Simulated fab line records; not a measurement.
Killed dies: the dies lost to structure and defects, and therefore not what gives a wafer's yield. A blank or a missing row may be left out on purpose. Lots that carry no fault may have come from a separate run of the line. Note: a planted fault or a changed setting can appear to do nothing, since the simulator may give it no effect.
Chamber matching ; flow n5Finfet ; 3 sister chambers for N5_FIN_SAQP_PECVD_47 on pecvd-01
The step deposits a-Si from SiH4/He, target thk 45 nm, time 36.3 s. 3 wafers are shown with their chamber, then 9 later ones without.

== WAFERS, EACH WITH ITS CHAMBER ==
wafer;chamber;showerheadPlenumPTorr (Torr)
L091.1;0;5.74
L091.2;2;5.67
L091.4;1;5.76

== WAFERS WITH NO CHAMBER GIVEN ==
wafer;showerheadPlenumPTorr (Torr)
L093.1;5.73
L093.5;5.74
L093.6;5.74
L095.1;5.74
L095.2;5.76
L095.4;5.69
L097.2;5.68
L097.4;5.76
L097.5;5.67

== EACH ONE'S CHAMBER ==
wafer;from the rows above;in truth
L093.1;0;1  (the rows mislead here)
L093.5;0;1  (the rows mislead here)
L093.6;0;0
L095.1;0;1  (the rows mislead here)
L095.2;1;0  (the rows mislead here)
L095.4;2;2
L097.2;2;2
L097.4;1;1
L097.5;2;2
5 of 9 placed correctly. Not placeable from these rows: 0. Wrongly placed: 4.
How it was worked out, from the rows above alone: a wafer's distance from a chamber is the root of the sum, over the readings, of the square of ((its reading less the chamber's mean) divided by the reading's scatter). If the next closest chamber is less than 2 further off than the closest, the wafer can't be placed; otherwise it belongs to the closest. A chamber's mean is the mean of its shown wafers. The scatter (one wafer shown for each chamber): square how far every hidden wafer sits from the nearest shown wafer, average those squares and take the square root.
